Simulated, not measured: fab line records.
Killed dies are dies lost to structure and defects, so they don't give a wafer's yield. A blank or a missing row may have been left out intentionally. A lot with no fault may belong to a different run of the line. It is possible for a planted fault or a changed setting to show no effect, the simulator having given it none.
fab line records :: flow n5Finfet :: part 2 of 2: steps 20 to 27 of 27
record
  lots=5
  wafers=15
  lastDay=17
route steps=1938 shown BEOL_M3@961
lots that met no fault: from a run of the same line without faults
startH: hours from the record's opening day to when the first of the lot's shown wafers began :: waitH: time in hours since the lot's previous step :: " identical to the entry in the row above :: L1.1+2: a row that stands for several wafers :: - no value present, or no start provided :: * or withheld: withheld :: < > ~ a bound
route shown NAME@n: NAME is a module with steps in the file, n the number in the route of the first one :: usual: mean/standard deviation taken from wafers without a fault :: same: alike in all rows :: chamber/n: place in a boat :: sites: each site's reading :: _std_site: standard deviation of those values :: _edge_site: inner sites' mean taken away from outer sites' mean :: radiusMm: how far each site lies from the wafer's centre :: mask NAME#n: copy n :: behind: the last tool/chamber to shape the wafer :: hold: what put the lot on hold/how long, in hours/how the hold closed :: device: whichever transistor did not switch (one of n, p or np) :: end of line: the tests these same wafers got at the end of their route :: for a step that has no rows: nothing shown but its recipe :: killed: at the first sort, the dies lost to defects and structure; wafer yield is something else :: map: a wafer's dies, marking killed ones x, the rest . and places with no die _
set.NAME: the run value of the setting; set.NAME@STEP: its run value at that earlier step :: model.NAME: the simulator's own value behind a step, which no gauge read
a table for each step, a row for each wafer; lots at some steps of the route
services: a tool's chamber out of use, with start hour (startH, from the record's first day; less than 0 if before it), hours out, and reason
## steps
# step N5_BEOL_M3_TRENCH_ETCH_37
# recipe
  chemistry=C4F6/O2
  targetDepthA=555.55
  target=SiOC
  timeS=29.2
  ionEnergyEv=250
  pressureMtorr=30
  sourceW=355
  biasW=185
  Ar_flow_sccm=300
  C4F6_flow_sccm=10
  O2_flow_sccm=10
# usual
  C4F6_flow_sccm=10.00/0.032
  drypumpMotorCurrentA=5.77/0.27
  oesProductAu=0.77/0.071
  rfFwdPowerW=350.1/1.7
  rfVppV=660/13
  showerheadPlenumPTorr=2.83/0.099
  throttleValvePct=20.84/0.25
lot.wafer: L078.1
tool: rieDiel-06
chamber: 0
startH: -
waitH: -
C4F6_flow_sccm: 9.97
drypumpMotorCurrentA: 5.89
oesProductAu: 0.75
rfFwdPowerW: 345.6
rfHoursCounterH: 155
rfVppV: 676
showerheadPlenumPTorr: 2.98
throttleValvePct: 21.05

lot.wafer: L078.4
tool: rieDiel-06
chamber: 3
startH: -
waitH: -
C4F6_flow_sccm: 10.02
drypumpMotorCurrentA: 5.38
oesProductAu: 0.83
rfFwdPowerW: 351.4
rfHoursCounterH: 57
rfVppV: 672
showerheadPlenumPTorr: 3.01
throttleValvePct: 20.95

lot.wafer: L078.5
tool: rieDiel-06
chamber: 0
startH: -
waitH: -
C4F6_flow_sccm: 10.04
drypumpMotorCurrentA: 5.93
oesProductAu: 0.75
rfFwdPowerW: 346.4
rfHoursCounterH: -
rfVppV: 674
showerheadPlenumPTorr: 2.98
throttleValvePct: 21.06

lot.wafer: L079.4
tool: rieDiel-05
chamber: 0
startH: -
waitH: -
C4F6_flow_sccm: 10.00
drypumpMotorCurrentA: 5.78
oesProductAu: 0.71
rfFwdPowerW: 349.2
rfHoursCounterH: 201
rfVppV: 651
showerheadPlenumPTorr: 2.81
throttleValvePct: 20.88

lot.wafer: L079.5
tool: rieDiel-05
chamber: 0
startH: -
waitH: -
C4F6_flow_sccm: 9.97
drypumpMotorCurrentA: 5.77
oesProductAu: 0.71
rfFwdPowerW: 350.8
rfHoursCounterH: -
rfVppV: 652
showerheadPlenumPTorr: 2.81
throttleValvePct: 20.88

lot.wafer: L079.6
tool: rieDiel-05
chamber: 1
startH: -
waitH: -
C4F6_flow_sccm: 10.04
drypumpMotorCurrentA: 5.17
oesProductAu: 0.70
rfFwdPowerW: 346.5
rfHoursCounterH: -
rfVppV: 670
showerheadPlenumPTorr: 2.71
throttleValvePct: 21.09

lot.wafer: L086.3
tool: rieDiel-01
chamber: 3
startH: -
waitH: -
C4F6_flow_sccm: 9.96
drypumpMotorCurrentA: 5.87
oesProductAu: 0.90
rfFwdPowerW: 351.2
rfHoursCounterH: 22
rfVppV: 641
showerheadPlenumPTorr: 2.91
throttleValvePct: 20.54

lot.wafer: L086.5
tool: rieDiel-01
chamber: 1
startH: -
waitH: -
C4F6_flow_sccm: 10.02
drypumpMotorCurrentA: 6.13
oesProductAu: 0.82
rfFwdPowerW: 353.2
rfHoursCounterH: -
rfVppV: 680
showerheadPlenumPTorr: 2.90
throttleValvePct: 20.98

lot.wafer: L086.6
tool: rieDiel-01
chamber: 2
startH: -
waitH: -
C4F6_flow_sccm: 9.95
drypumpMotorCurrentA: 5.66
oesProductAu: 0.68
rfFwdPowerW: 349.1
rfHoursCounterH: -
rfVppV: 656
showerheadPlenumPTorr: 2.93
throttleValvePct: 21.12

lot.wafer: L091.2
tool: rieDiel-01
chamber: 2
startH: -
waitH: -
C4F6_flow_sccm: 10.05
drypumpMotorCurrentA: 5.69
oesProductAu: 0.69
rfFwdPowerW: 351.4
rfHoursCounterH: 235
rfVppV: 655
showerheadPlenumPTorr: 2.92
throttleValvePct: 21.12

lot.wafer: L091.4
tool: rieDiel-01
chamber: 3
startH: -
waitH: -
C4F6_flow_sccm: 9.98
drypumpMotorCurrentA: 5.84
oesProductAu: 0.90
rfFwdPowerW: 347.5
rfHoursCounterH: 28
rfVppV: 641
showerheadPlenumPTorr: 2.91
throttleValvePct: 20.56

lot.wafer: L091.5
tool: rieDiel-01
chamber: 0
startH: -
waitH: -
C4F6_flow_sccm: 10.02
drypumpMotorCurrentA: 5.69
oesProductAu: 0.80
rfFwdPowerW: 349.6
rfHoursCounterH: -
rfVppV: 659
showerheadPlenumPTorr: 2.77
throttleValvePct: 20.47

lot.wafer: L093.2
tool: rieDiel-01
chamber: 0
startH: -
waitH: -
C4F6_flow_sccm: 9.98
drypumpMotorCurrentA: 5.70
oesProductAu: 0.79
rfFwdPowerW: 350.2
rfHoursCounterH: 103
rfVppV: 658
showerheadPlenumPTorr: 2.77
throttleValvePct: 20.50

lot.wafer: L093.4
tool: rieDiel-01
chamber: 1
startH: -
waitH: -
C4F6_flow_sccm: 10.02
drypumpMotorCurrentA: 6.09
oesProductAu: 0.81
rfFwdPowerW: 352.0
rfHoursCounterH: 95
rfVppV: 678
showerheadPlenumPTorr: 2.89
throttleValvePct: 21.01

lot.wafer: L093.6
tool: rieDiel-01
chamber: 1
startH: -
waitH: -
C4F6_flow_sccm: 10.02
drypumpMotorCurrentA: 6.12
oesProductAu: 0.82
rfFwdPowerW: 352.3
rfHoursCounterH: -
rfVppV: 679
showerheadPlenumPTorr: 2.89
throttleValvePct: 21.00
# step N5_BEOL_M3_ETCH_41
# recipe
  chemistry=CH3F/O2
  target=SiCN
  targetDepthA=299
  taperDeg=2
  timeS=52.5
  ionEnergyEv=120
  maskMaterial=TiN
  pressureMtorr=30
  sourceW=395
  biasW=75
  Ar_flow_sccm=150
  CH3F_flow_sccm=30
  O2_flow_sccm=20
# usual
  drypumpMotorCurrentA=5.76/0.27
  oesProductAu=0.77/0.071
  rfFwdPowerW=391.2/1.4
  rfVppV=297.0/1.6
  showerheadPlenumPTorr=1.99/0.072
  throttleValvePct=16.30/0.26
lot.wafer: L078.1
tool: rieDiel-06
chamber: 0
startH: -
waitH: -
drypumpMotorCurrentA: 5.88
oesProductAu: 0.74
rfFwdPowerW: 389.0
rfHoursCounterH: 155
rfVppV: 299.0
showerheadPlenumPTorr: 2.09
throttleValvePct: 16.41

lot.wafer: L078.4
tool: rieDiel-06
chamber: 3
startH: -
waitH: -
drypumpMotorCurrentA: 5.40
oesProductAu: 0.82
rfFwdPowerW: 390.3
rfHoursCounterH: 57
rfVppV: 299.7
showerheadPlenumPTorr: 2.12
throttleValvePct: 16.34

lot.wafer: L078.5
tool: rieDiel-06
chamber: 0
startH: -
waitH: -
drypumpMotorCurrentA: 5.88
oesProductAu: 0.73
rfFwdPowerW: 388.0
rfHoursCounterH: -
rfVppV: 299.6
showerheadPlenumPTorr: 2.09
throttleValvePct: 16.43

lot.wafer: L079.4
tool: rieDiel-05
chamber: 0
startH: -
waitH: -
drypumpMotorCurrentA: 5.76
oesProductAu: 0.71
rfFwdPowerW: 391.2
rfHoursCounterH: 201
rfVppV: 297.2
showerheadPlenumPTorr: 1.97
throttleValvePct: 16.43

lot.wafer: L079.5
tool: rieDiel-05
chamber: 0
startH: -
waitH: -
drypumpMotorCurrentA: 5.76
oesProductAu: 0.71
rfFwdPowerW: 390.1
rfHoursCounterH: -
rfVppV: 296.5
showerheadPlenumPTorr: 1.97
throttleValvePct: 16.44

lot.wafer: L079.6
tool: rieDiel-05
chamber: 1
startH: -
waitH: -
drypumpMotorCurrentA: 5.17
oesProductAu: 0.70
rfFwdPowerW: 391.4
rfHoursCounterH: -
rfVppV: 296.0
showerheadPlenumPTorr: 1.90
throttleValvePct: 16.62

lot.wafer: L086.3
tool: rieDiel-01
chamber: 3
startH: -
waitH: -
drypumpMotorCurrentA: 5.86
oesProductAu: 0.91
rfFwdPowerW: 391.0
rfHoursCounterH: 22
rfVppV: 297.5
showerheadPlenumPTorr: 2.05
throttleValvePct: 15.94

lot.wafer: L086.5
tool: rieDiel-01
chamber: 1
startH: -
waitH: -
drypumpMotorCurrentA: 6.09
oesProductAu: 0.82
rfFwdPowerW: 392.5
rfHoursCounterH: -
rfVppV: 298.1
showerheadPlenumPTorr: 2.04
throttleValvePct: 16.41

lot.wafer: L086.6
tool: rieDiel-01
chamber: 2
startH: -
waitH: -
drypumpMotorCurrentA: 5.67
oesProductAu: 0.69
rfFwdPowerW: 392.0
rfHoursCounterH: -
rfVppV: 298.9
showerheadPlenumPTorr: 2.06
throttleValvePct: 16.61

lot.wafer: L091.2
tool: rieDiel-01
chamber: 2
startH: -
waitH: -
drypumpMotorCurrentA: 5.64
oesProductAu: 0.69
rfFwdPowerW: 391.6
rfHoursCounterH: 235
rfVppV: 297.7
showerheadPlenumPTorr: 2.06
throttleValvePct: 16.63

lot.wafer: L091.4
tool: rieDiel-01
chamber: 3
startH: -
waitH: -
drypumpMotorCurrentA: 5.84
oesProductAu: 0.90
rfFwdPowerW: 392.0
rfHoursCounterH: 28
rfVppV: 296.8
showerheadPlenumPTorr: 2.04
throttleValvePct: 15.96

lot.wafer: L091.5
tool: rieDiel-01
chamber: 0
startH: -
waitH: -
drypumpMotorCurrentA: 5.65
oesProductAu: 0.80
rfFwdPowerW: 390.9
rfHoursCounterH: -
rfVppV: 295.9
showerheadPlenumPTorr: 1.94
throttleValvePct: 15.96

lot.wafer: L093.2
tool: rieDiel-01
chamber: 0
startH: -
waitH: -
drypumpMotorCurrentA: 5.66
oesProductAu: 0.78
rfFwdPowerW: 389.7
rfHoursCounterH: 103
rfVppV: 296.3
showerheadPlenumPTorr: 1.94
throttleValvePct: 15.97

lot.wafer: L093.4
tool: rieDiel-01
chamber: 1
startH: -
waitH: -
drypumpMotorCurrentA: 6.14
oesProductAu: 0.80
rfFwdPowerW: 393.1
rfHoursCounterH: 96
rfVppV: 298.1
showerheadPlenumPTorr: 2.03
throttleValvePct: 16.43

lot.wafer: L093.6
tool: rieDiel-01
chamber: 1
startH: -
waitH: -
drypumpMotorCurrentA: 6.10
oesProductAu: 0.80
rfFwdPowerW: 392.6
rfHoursCounterH: -
rfVppV: 297.6
showerheadPlenumPTorr: 2.03
throttleValvePct: 16.42
# step N5_BEOL_M3_STRIP_97
# recipe
  chemistry=N2/H2
  timeS=10
  powerW=450
  tempC=40
  pressureMtorr=20
  rfFrequencyHz=6e+07
  biasPowerW=7
  n2FlowSccm=200
  h2FlowSccm=200
# usual
  drypumpMotorCurrentA=5.77/0.27
  oesProductAu=0.77/0.07
  rfVppV=59.1/0.88
  showerheadPlenumPTorr=2.52/0.086
  throttleValvePct=23.6/0.36
lot.wafer: L078.1
tool: rieDiel-06
chamber: 0
startH: -
waitH: -
drypumpMotorCurrentA: 5.91
oesProductAu: 0.74
rfHoursCounterH: 155
rfVppV: 59.3
showerheadPlenumPTorr: 2.63
throttleValvePct: 23.9

lot.wafer: L078.4
tool: rieDiel-06
chamber: 3
startH: -
waitH: -
drypumpMotorCurrentA: 5.43
oesProductAu: 0.83
rfHoursCounterH: 57
rfVppV: 59.2
showerheadPlenumPTorr: 2.69
throttleValvePct: 23.6

lot.wafer: L078.5
tool: rieDiel-06
chamber: 0
startH: -
waitH: -
drypumpMotorCurrentA: 5.88
oesProductAu: 0.74
rfHoursCounterH: -
rfVppV: 60.9
showerheadPlenumPTorr: 2.63
throttleValvePct: 23.9

lot.wafer: L079.4
tool: rieDiel-05
chamber: 0
startH: -
waitH: -
drypumpMotorCurrentA: 5.78
oesProductAu: 0.72
rfHoursCounterH: 201
rfVppV: 58.8
showerheadPlenumPTorr: 2.50
throttleValvePct: 23.4

lot.wafer: L079.5
tool: rieDiel-05
chamber: 0
startH: -
waitH: -
drypumpMotorCurrentA: 5.79
oesProductAu: 0.72
rfHoursCounterH: -
rfVppV: 59.7
showerheadPlenumPTorr: 2.50
throttleValvePct: 23.4

lot.wafer: L079.6
tool: rieDiel-05
chamber: 1
startH: -
waitH: -
drypumpMotorCurrentA: 5.19
oesProductAu: 0.70
rfHoursCounterH: -
rfVppV: 58.2
showerheadPlenumPTorr: 2.40
throttleValvePct: 23.5

lot.wafer: L086.3
tool: rieDiel-01
chamber: 3
startH: -
waitH: -
drypumpMotorCurrentA: 5.82
oesProductAu: 0.88
rfHoursCounterH: 22
rfVppV: 60.6
showerheadPlenumPTorr: 2.56
throttleValvePct: 22.9

lot.wafer: L086.5
tool: rieDiel-01
chamber: 1
startH: -
waitH: -
drypumpMotorCurrentA: 6.13
oesProductAu: 0.81
rfHoursCounterH: -
rfVppV: 58.6
showerheadPlenumPTorr: 2.58
throttleValvePct: 23.8

lot.wafer: L086.6
tool: rieDiel-01
chamber: 2
startH: -
waitH: -
drypumpMotorCurrentA: 5.66
oesProductAu: 0.69
rfHoursCounterH: -
rfVppV: 60.0
showerheadPlenumPTorr: 2.62
throttleValvePct: 24.0

lot.wafer: L091.2
tool: rieDiel-01
chamber: 2
startH: -
waitH: -
drypumpMotorCurrentA: 5.66
oesProductAu: 0.69
rfHoursCounterH: 235
rfVppV: 60.1
showerheadPlenumPTorr: 2.62
throttleValvePct: 24.0

lot.wafer: L091.4
tool: rieDiel-01
chamber: 3
startH: -
waitH: -
drypumpMotorCurrentA: 5.86
oesProductAu: 0.87
rfHoursCounterH: 28
rfVppV: 59.4
showerheadPlenumPTorr: 2.56
throttleValvePct: 23.0

lot.wafer: L091.5
tool: rieDiel-01
chamber: 0
startH: -
waitH: -
drypumpMotorCurrentA: 5.64
oesProductAu: 0.80
rfHoursCounterH: -
rfVppV: 59.6
showerheadPlenumPTorr: 2.45
throttleValvePct: 23.1

lot.wafer: L093.2
tool: rieDiel-01
chamber: 0
startH: -
waitH: -
drypumpMotorCurrentA: 5.67
oesProductAu: 0.79
rfHoursCounterH: 103
rfVppV: 60.3
showerheadPlenumPTorr: 2.45
throttleValvePct: 23.1

lot.wafer: L093.4
tool: rieDiel-01
chamber: 1
startH: -
waitH: -
drypumpMotorCurrentA: 6.12
oesProductAu: 0.81
rfHoursCounterH: 96
rfVppV: 58.6
showerheadPlenumPTorr: 2.57
throttleValvePct: 23.9

lot.wafer: L093.6
tool: rieDiel-01
chamber: 1
startH: -
waitH: -
drypumpMotorCurrentA: 6.14
oesProductAu: 0.81
rfHoursCounterH: -
rfVppV: 58.9
showerheadPlenumPTorr: 2.57
throttleValvePct: 23.9
# step N5_BEOL_M3_OCD_MEAS_38
# usual
  trenchDepthNm=55.1/1.1
lot.wafer: L078.1
tool: ocd-02
chamber: -
startH: 216.32
waitH: -
trenchDepthNm: 55.8

lot.wafer: L078.4
tool: ocd-02
chamber: -
startH: 216.32
waitH: -
trenchDepthNm: 55.7

lot.wafer: L078.5
tool: ocd-02
chamber: -
startH: 216.32
waitH: -
trenchDepthNm: 56.6

lot.wafer: L079.4
tool: ocd-02
chamber: -
startH: 232.25
waitH: -
trenchDepthNm: 53.9

lot.wafer: L079.5
tool: ocd-02
chamber: -
startH: 232.25
waitH: -
trenchDepthNm: 54.8

lot.wafer: L079.6
tool: ocd-02
chamber: -
startH: 232.25
waitH: -
trenchDepthNm: 53.7

lot.wafer: L086.3
tool: ocd-02
chamber: -
startH: 255.11
waitH: -
trenchDepthNm: 55.0

lot.wafer: L086.5
tool: ocd-02
chamber: -
startH: 255.11
waitH: -
trenchDepthNm: 55.5

lot.wafer: L086.6
tool: ocd-02
chamber: -
startH: 255.11
waitH: -
trenchDepthNm: 54.4

lot.wafer: L091.2
tool: ocd-02
chamber: -
startH: 275.84
waitH: -
trenchDepthNm: 55.2

lot.wafer: L091.4
tool: ocd-02
chamber: -
startH: 275.84
waitH: -
trenchDepthNm: 56.8

lot.wafer: L091.5
tool: ocd-02
chamber: -
startH: 275.84
waitH: -
trenchDepthNm: 54.8

lot.wafer: L093.2
tool: ocd-01
chamber: -
startH: 294.59
waitH: -
trenchDepthNm: 55.7

lot.wafer: L093.4
tool: ocd-01
chamber: -
startH: 294.59
waitH: -
trenchDepthNm: 55.8

lot.wafer: L093.6
tool: ocd-01
chamber: -
startH: 294.59
waitH: -
trenchDepthNm: 55.9
# step N5_BEOL_M3_HM_STRIP_39
# recipe
  chemistry=peroxideTinStrip
  material=TiN
  targetDepthA=250
  tempC=50
  timeS=158
lot.wafer: L078.1+4+5
tool: wetBench-05
chamber: 6,0,7
startH: 216.35
waitH: 0.0

lot.wafer: L079.4+5+6
tool: wetBench-02
chamber: 4,3,0
startH: 232.28
waitH: 0.0

lot.wafer: L086.3+5+6
tool: wetBench-02
chamber: 3,7,2
startH: 255.14
waitH: 0.0

lot.wafer: L091.2+4+5
tool: wetBench-01
chamber: 4,1,6
startH: 275.87
waitH: 0.0

lot.wafer: L093.2+4+6
tool: wetBench-02
chamber: 1,0,5
startH: 294.62
waitH: 0.0
# step N5_BEOL_M3_SRD_40
# recipe
  timeS=30
  tempC=23
  rinseLiquid=diw
  dry=ipaMarangoni
# usual
  doSupplyPpb=10.00/0.096
lot.wafer: L078.1
tool: wetBench-05
chamber: 6
startH: 216.40
waitH: 0.0
doSupplyPpb: 9.97

lot.wafer: L078.4
tool: wetBench-05
chamber: 0
startH: 216.40
waitH: 0.0
doSupplyPpb: 9.90

lot.wafer: L078.5
tool: wetBench-05
chamber: 7
startH: 216.40
waitH: 0.0
doSupplyPpb: 10.00

lot.wafer: L079.4
tool: wetBench-02
chamber: 4
startH: 232.33
waitH: 0.0
doSupplyPpb: 9.98

lot.wafer: L079.5
tool: wetBench-02
chamber: 3
startH: 232.33
waitH: 0.0
doSupplyPpb: 9.95

lot.wafer: L079.6
tool: wetBench-02
chamber: 0
startH: 232.33
waitH: 0.0
doSupplyPpb: 9.93

lot.wafer: L086.3
tool: wetBench-02
chamber: 3
startH: 255.19
waitH: 0.0
doSupplyPpb: 10.02

lot.wafer: L086.5
tool: wetBench-02
chamber: 7
startH: 255.19
waitH: 0.0
doSupplyPpb: 9.95

lot.wafer: L086.6
tool: wetBench-02
chamber: 2
startH: 255.19
waitH: 0.0
doSupplyPpb: 10.15

lot.wafer: L091.2
tool: wetBench-01
chamber: 4
startH: 275.92
waitH: 0.0
doSupplyPpb: 10.07

lot.wafer: L091.4
tool: wetBench-01
chamber: 1
startH: 275.92
waitH: 0.0
doSupplyPpb: 10.03

lot.wafer: L091.5
tool: wetBench-01
chamber: 6
startH: 275.92
waitH: 0.0
doSupplyPpb: 9.74

lot.wafer: L093.2
tool: wetBench-02
chamber: 1
startH: 294.66
waitH: 0.0
doSupplyPpb: 9.86

lot.wafer: L093.4
tool: wetBench-02
chamber: 0
startH: 294.66
waitH: 0.0
doSupplyPpb: 10.00

lot.wafer: L093.6
tool: wetBench-02
chamber: 5
startH: 294.66
waitH: 0.0
doSupplyPpb: 10.02
# step N5_BEOL_M3_PRECLEAN_42
# recipe
  chemistry=residueRemover
  timeS=60
  tempC=40
lot.wafer: L078.1+4+5
tool: wetBench-05
chamber: 6,0,7
startH: 216.41
waitH: 0.0

lot.wafer: L079.4+5+6
tool: wetBench-02
chamber: 4,3,0
startH: 232.34
waitH: 0.0

lot.wafer: L086.3+5+6
tool: wetBench-02
chamber: 3,7,2
startH: 255.20
waitH: 0.0

lot.wafer: L091.2+4+5
tool: wetBench-01
chamber: 4,1,6
startH: 275.93
waitH: 0.0

lot.wafer: L093.2+4+6
tool: wetBench-02
chamber: 1,0,5
startH: 294.68
waitH: 0.0
# step N5_BEOL_M3_SRD_43
# recipe
  timeS=30
  tempC=23
  rinseLiquid=diw
  dry=ipaMarangoni
# usual
  doSupplyPpb=9.99/0.11
lot.wafer: L078.1
tool: wetBench-05
chamber: 6
startH: 216.43
waitH: 0.0
doSupplyPpb: 10.10

lot.wafer: L078.4
tool: wetBench-05
chamber: 0
startH: 216.43
waitH: 0.0
doSupplyPpb: 9.98

lot.wafer: L078.5
tool: wetBench-05
chamber: 7
startH: 216.43
waitH: 0.0
doSupplyPpb: 9.99

lot.wafer: L079.4
tool: wetBench-02
chamber: 4
startH: 232.36
waitH: 0.0
doSupplyPpb: 9.87

lot.wafer: L079.5
tool: wetBench-02
chamber: 3
startH: 232.36
waitH: 0.0
doSupplyPpb: 10.12

lot.wafer: L079.6
tool: wetBench-02
chamber: 0
startH: 232.36
waitH: 0.0
doSupplyPpb: 9.96

lot.wafer: L086.3
tool: wetBench-02
chamber: 3
startH: 255.22
waitH: 0.0
doSupplyPpb: 9.95

lot.wafer: L086.5
tool: wetBench-02
chamber: 7
startH: 255.22
waitH: 0.0
doSupplyPpb: 10.00

lot.wafer: L086.6
tool: wetBench-02
chamber: 2
startH: 255.22
waitH: 0.0
doSupplyPpb: 9.98

lot.wafer: L091.2
tool: wetBench-01
chamber: 4
startH: 275.95
waitH: 0.0
doSupplyPpb: 9.88

lot.wafer: L091.4
tool: wetBench-01
chamber: 1
startH: 275.95
waitH: 0.0
doSupplyPpb: 9.89

lot.wafer: L091.5
tool: wetBench-01
chamber: 6
startH: 275.95
waitH: 0.0
doSupplyPpb: 10.19

lot.wafer: L093.2
tool: wetBench-02
chamber: 1
startH: 294.70
waitH: 0.0
doSupplyPpb: 9.94

lot.wafer: L093.4
tool: wetBench-02
chamber: 0
startH: 294.70
waitH: 0.0
doSupplyPpb: 9.97

lot.wafer: L093.6
tool: wetBench-02
chamber: 5
startH: 294.70
waitH: 0.0
doSupplyPpb: 10.02
## services
tool: euvScanner-01
chamber: -
startH: 190.55
hours: 1.0
kind: pm

tool: rieDiel-01
chamber: 3
startH: 191.61
hours: 6.5
kind: repair

tool: euvScanner-02
chamber: -
startH: 210.43
hours: 1.0
kind: pm

tool: euvScanner-01
chamber: -
startH: 215.95
hours: 1.4
kind: repair

tool: rieDiel-01
chamber: 1
startH: 226.27
hours: 14.9
kind: repair

tool: rieDiel-01
chamber: 3
startH: 231.16
hours: 2.1
kind: repair

tool: euvScanner-01
chamber: -
startH: 232.71
hours: 1.1
kind: repair

tool: aldSin-01
chamber: 3
startH: 241.24
hours: 13.3
kind: repair

tool: rieDiel-01
chamber: 1
startH: 243.55
hours: 4.0
kind: repair

tool: euvScanner-01
chamber: -
startH: 244.47
hours: 1.0
kind: pm

tool: rieDiel-05
chamber: 2
startH: 245.07
hours: -
kind: clean

tool: rieDiel-05
chamber: 2
startH: 245.07
hours: -
kind: consumableReplace:focusRing

tool: rieDiel-05
chamber: 2
startH: 245.07
hours: 17.8
kind: scheduledDown

tool: euvScanner-02
chamber: -
startH: 250.68
hours: 1.5
kind: repair

tool: aldSin-01
chamber: 1
startH: 256.45
hours: 4.3
kind: repair

tool: wetBench-01
chamber: -
startH: 256.58
hours: 1.2
kind: repair

tool: euvScanner-02
chamber: -
startH: 264.58
hours: 4.6
kind: pm

tool: aldSin-03
chamber: -
startH: 269.18
hours: 14.0
kind: pm

tool: wetBench-01
chamber: -
startH: 272.77
hours: 1.3
kind: repair

tool: euvScanner-01
chamber: -
startH: 276.18
hours: 0.6
kind: repair

tool: rieDiel-05
chamber: 2
startH: 283.64
hours: 2.9
kind: repair

tool: euvScanner-02
chamber: -
startH: 284.74
hours: 4.4
kind: repair

tool: aldSin-01
chamber: 0
startH: 289.76
hours: 4.6
kind: repair

tool: rieDiel-05
chamber: 2
startH: 290.80
hours: 7.5
kind: repair
